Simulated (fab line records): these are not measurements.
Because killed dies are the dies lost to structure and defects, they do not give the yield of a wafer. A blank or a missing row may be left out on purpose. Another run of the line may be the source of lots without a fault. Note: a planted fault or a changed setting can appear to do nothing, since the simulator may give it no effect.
Which tool was responsible? -- flow n5-finfet -- 9 lots with 27 wafers sampled at 5 steps, on a route of 1938 steps

== WHAT THE GAUGES SHOWED, per wafer ==
N5_BEOL_M4_RC_MEAS_101.
lot,measured,on,CJ_P
L458,day 8 00:55,prober-01,5.69 5.82 5.57
L462,day 9 01:03,prober-02,4.24 4.41 3.96
L463,day 9 04:19,prober-01,4.25 4.22 4.17
L464,day 9 21:30,prober-01,4.21 4.23 4.29
L469,day 10 23:34,prober-01,5.80 5.94 5.66
L471,day 11 07:40,prober-02,5.97 5.57 5.77
L474,day 11 21:56,prober-02,6.10 6.00 6.12
L477,day 13 12:13,prober-01,5.99 5.93 5.46
L479,day 14 10:43,prober-02,6.21 5.92 6.00

== EACH LOT AND THE TOOL THAT RAN IT (in order: tool; ch and the chambers of the sampled wafers; start) ==
lot,N5_ZERO_LAYER_ETCH_17,N5_ZERO_LAYER_ETCH_18,N5_WELL_APT_DESCUM_13,N5_WELL_APT_IMPLANT_15
L458,"rie-diel-04 ch 0,1, day 1 18:50","rie-si-01 ch 1,3, day 1 18:55","rie-diel-05 ch 1,3, day 1 19:46","implanter-02 ch 0, day 1 20:03"
L462,"rie-diel-04 ch 0,1,3, day 2 18:52","rie-si-05 ch 1,2,3, day 2 18:56","rie-diel-05 ch 1,3, day 2 19:49","implanter-02 ch 0, day 2 20:05"
L463,"rie-diel-02 ch 0,3, day 3 00:50","rie-si-06 ch 2,3, day 3 00:55","rie-diel-01 ch 0,1,2, day 3 01:59","implanter-02 ch 0, day 3 02:18"
L464,"rie-diel-06 ch 0,3, day 3 06:50","rie-si-06 ch 0,1,3, day 3 06:55","rie-diel-03 ch 1,2,3, day 3 07:46","implanter-02 ch 0, day 3 08:05"
L469,"rie-diel-04 ch 0,2,3, day 4 12:59","rie-si-06 ch 0,2,3, day 4 13:04","rie-diel-03 ch 0,1,2, day 4 14:03","implanter-01 ch 0, day 4 14:23"
L471,"rie-diel-06 ch 0,1,3, day 5 00:50","rie-si-06 ch 0,1,2, day 5 00:55","rie-diel-03 ch 0,2,3, day 5 01:56","implanter-01 ch 0, day 5 02:14"
L474,"rie-diel-02 ch 0,1,3, day 5 18:50","rie-si-05 ch 1,2,3, day 5 18:55","rie-diel-05 ch 0,1,2, day 5 20:35","implanter-01 ch 0, day 5 20:56"
L477,"rie-diel-06 ch 1,2,3, day 6 12:44","rie-si-06 ch 0,1,3, day 6 12:48","rie-diel-01 ch 0,1,2, day 6 14:05","implanter-02 ch 0, day 6 14:22"
L479,"rie-diel-04 ch 0,1,2, day 7 01:05","rie-si-01 ch 0,3, day 7 01:10","rie-diel-03 ch 2,3, day 7 02:11","implanter-02 ch 0, day 7 02:31"
- N5_ZERO_LAYER_ETCH_17: etches SiO2 in CF4, target depth 12 nm, time 13.3 s.
- N5_ZERO_LAYER_ETCH_18: etches Si in HBr/Cl2, target depth 120 nm, time 40 s.
- N5_WELL_APT_DESCUM_13: chemistry O2, time 7.9 s.
- N5_WELL_APT_IMPLANT_15

== THE ANSWER, worked out from the rows above alone ==
Rule: usual is defined by the lots themselves. The widest of any qualifying gaps counts: lots, ordered by their means at a reading, are off when they make up no more than a third of the lots, leave a main group of 4 or more, and stand apart from it by 3 or more times the standard deviation of that group's means. A main group is skipped when, at the precision printed for the reading in the tables above, its means are all equal. A lot without any number at a reading at which 4 lots or more have one is off too. Any other lot the step has rows for is counted as sound.
Off: at N5_BEOL_M4_RC_MEAS_101 (CJ_P), L462, L463, L464. Mean 5.86 and standard deviation 0.14 in the main group.
A tool fits if, at a process step before that reading, it ran every lot that is off, and no sound lot after the first of them. The gauges at N5_BEOL_M4_RC_MEAS_101 are tried like those tools. Not one of the candidates tried fits.

== WHAT HAD BEEN PUT IN BY THE SIMULATOR ==
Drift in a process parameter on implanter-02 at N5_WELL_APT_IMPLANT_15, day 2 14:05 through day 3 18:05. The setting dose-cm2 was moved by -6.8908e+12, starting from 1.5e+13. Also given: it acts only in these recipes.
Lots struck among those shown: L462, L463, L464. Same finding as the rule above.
